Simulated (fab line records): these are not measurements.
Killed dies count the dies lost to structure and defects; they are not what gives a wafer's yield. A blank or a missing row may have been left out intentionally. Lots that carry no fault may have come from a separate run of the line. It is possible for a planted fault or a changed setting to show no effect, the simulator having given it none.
Split-lot study -- flow n5_finfet -- route with 1938 steps; 7 lots, 21 wafers read

== SPLIT DETAILS ==
At N5_DUMMY_GATE_COAT_28 (time 60 s, resist thk 10 nm), the setting spin_rpm was moved away from the recipe's 1500 rpm on 8 of the 21 wafers read, by -5.1% to +11.0%. For the rest of the wafers, this setting stayed at what the recipe calls for.

The reading comes from the split's own step.

== THE READING ==
underlayer_of_DUMMY_GATE_COAT_28.thk_nm (the simulator's own value, which no gauge read), in nm, at N5_DUMMY_GATE_COAT_28 (time 60 s, resist thk 10 nm). The file gives no usual value for it.

wafer,"tool, chamber at the split","spin_rpm as run, rpm",against the recipe,"underlayer_of_DUMMY_GATE_COAT_28.thk_nm, nm",against lot-mates on the recipe
L075.1,"litho_track-03, 0",1500,recipe,10,-
L075.2,"litho_track-03, 0",1500,recipe,10,-
L075.4,"litho_track-03, 0",1500,recipe,10,-
L079.3,"litho_track-03, 0",1500,recipe,10,-
L079.4,"litho_track-03, 0",1457,-2.9%,10.2,+0.2
L079.5,"litho_track-03, 0",1457,-2.9%,10.2,+0.2
L086.2,"litho_track-03, 0",1665,+11.0%,9.4,-0.6
L086.6,"litho_track-03, 0",1665,+11.0%,9.4,-0.6
L086.4,"litho_track-03, 0",1500,recipe,10,-
L087.3,"litho_track-03, 0",1500,recipe,10,-
L087.5,"litho_track-03, 0",1500,recipe,10,-
L087.6,"litho_track-03, 0",1564,+4.3%,9.8,-0.2
L091.2,"litho_track-05, 0",1500,recipe,10,-
L091.3,"litho_track-05, 0",1423,-5.1%,10.2,+0.2
L091.4,"litho_track-05, 0",1423,-5.1%,10.2,+0.2
L095.1,"litho_track-03, 0",1500,recipe,10,-
L095.4,"litho_track-03, 0",1500,recipe,10,-
L095.5,"litho_track-03, 0",1500,recipe,10,-
L096.3,"litho_track-05, 0",1561,+4.1%,9.8,-0.2
L096.4,"litho_track-05, 0",1500,recipe,10,-
L096.5,"litho_track-05, 0",1500,recipe,10,-

FIT RESULTS
A straight line over all 21 wafers: underlayer_of_DUMMY_GATE_COAT_28.thk_nm changes by -0.0521 nm for each +1% of spin_rpm; r = -0.99; the points scatter about the line by 0.029 nm.
The same after taking each lot's own level away (the mean of its wafers on the recipe; 21 wafers): -0.0521 nm for each +1%; r = -0.99; scatter 0.029 nm.
On that fit, the largest move of spin_rpm shifts the reading by 0.57 nm.
The lots' own levels span 10.00 to 10.00 nm.
Hence the lot-to-lot level has little effect on the slope; both slopes agree.
Check: for one of the wafers moved furthest among these (+11.0%), held out of the fit, the line's prediction against its lot-mates is -0.562 nm. It came out at -0.6 nm against them.

== THE OTHER SPLITS THESE WAFERS WENT THROUGH ==
Note: prior to the reading, these wafers also went through further splits. Each is held against what the fit with the lots' levels taken away leaves over:
other split on the same wafers,wafers away from the commonest value,r with underlayer_of_DUMMY_GATE_COAT_28.thk_nm (lot level and that fit taken away)
N5_ZERO_LAYER_ETCH_18 bias_w,9,-0.50
N5_PMOS_HMC_CHANNEL_EPI_PEB_07 peb_time_s,7,+0.24
N5_FIN_SAQP_EXPOSE_13 dose_mj,8,+0.21

== FILE'S OWN FIT ==
underlayer_of_DUMMY_GATE_COAT_28.thk_nm changes by -0.0518 nm for each +1% of spin_rpm, r = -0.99.
